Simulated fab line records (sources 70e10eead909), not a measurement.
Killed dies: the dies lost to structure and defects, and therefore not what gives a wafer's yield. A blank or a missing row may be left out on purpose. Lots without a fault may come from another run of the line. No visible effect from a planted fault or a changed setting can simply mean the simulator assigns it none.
Check for tools in common / flow nandHarc / Lots sampled 2, wafers sampled 6

== WHY THIS WAS OPENED ==
At NHARC_END_SORT_01 the reading killedAtArray is flagged on 2 of 2 lots. No-fault wafers: 26, standard deviation 9.1.
Rule: flag the lot when none of its wafers has a number, or when each of its wafers that has one lies beyond 4 standard deviations from that mean. As for the other lots, they are considered sound.

lot=L534; measured=day 21 01:45; on=prober-01; killedAtArray, wafer by wafer=278 298 272; flag=FLAGGED
lot=L536; measured=day 21 17:14; on=prober-01; killedAtArray, wafer by wafer=305 329 270; flag=FLAGGED
On average the flagged lots' numbers are 292, which is +266 against the usual, or +29 standard deviations.

== TOOL THAT RAN EACH LOT ==
Before the reading, the record contains 2 process steps out of a 1159-step route. Read each cell as the tool, then ch plus the chambers that the sampled wafers visited, then the start.
lot=L534; flag=FLAGGED; NHARC_A_CONTACT_DEP_57=aclDep-01 ch 0, day 18 12:55; NHARC_THIN_TSV_DEGAS_53=pvdSputter-03, day 20 18:18
lot=L536; flag=FLAGGED; NHARC_A_CONTACT_DEP_57=aclDep-01 ch 0, day 18 22:24; NHARC_THIN_TSV_DEGAS_53=pvdSputter-03, day 21 05:43
What is done by these steps:
- NHARC_A_CONTACT_DEP_57: deposits aC, target thk 2800 nm.
- NHARC_THIN_TSV_DEGAS_53: time 60 s.
- NHARC_END_SORT_01

== FLAGGED OVER TOTAL, TOOL BY TOOL (the gauges that took the reading come last) ==
step=NHARC_A_CONTACT_DEP_57; tool=aclDep-01; lots run=2; flagged=2; share of the flagged lots=all; sound lots run after its first flagged lot=0
step=NHARC_THIN_TSV_DEGAS_53; tool=pvdSputter-03; lots run=2; flagged=2; share of the flagged lots=all; sound lots run after its first flagged lot=0
step=NHARC_END_SORT_01; tool=prober-01; lots run=2; flagged=2; share of the flagged lots=all; sound lots run after its first flagged lot=0

== THE TABLE: WHAT IT ALLOWS ==
Every flagged lot was run by 3 rows of the table: aclDep-01 at NHARC_A_CONTACT_DEP_57, pvdSputter-03 at NHARC_THIN_TSV_DEGAS_53 and prober-01 at NHARC_END_SORT_01.
- aclDep-01 at NHARC_A_CONTACT_DEP_57: 2 of its 2 lots flagged. No sound lot ran on it before its first flagged lot in this sample; the start therefore can't be narrowed down.
- pvdSputter-03 at NHARC_THIN_TSV_DEGAS_53: 2 of its 2 lots flagged. No sound lot ran on it before its first flagged lot in this sample; the start therefore can't be narrowed down.
- prober-01 at NHARC_END_SORT_01: 2 of its 2 lots flagged. No sound lot ran on it before its first flagged lot in this sample; the start therefore can't be narrowed down.
Counting lots can't tell these 3 tools apart, because each fits a fault that began at some hour. More lots, or a look at what each step does to the wafer, might.

== WHAT THE SIMULATOR PUT IN ==
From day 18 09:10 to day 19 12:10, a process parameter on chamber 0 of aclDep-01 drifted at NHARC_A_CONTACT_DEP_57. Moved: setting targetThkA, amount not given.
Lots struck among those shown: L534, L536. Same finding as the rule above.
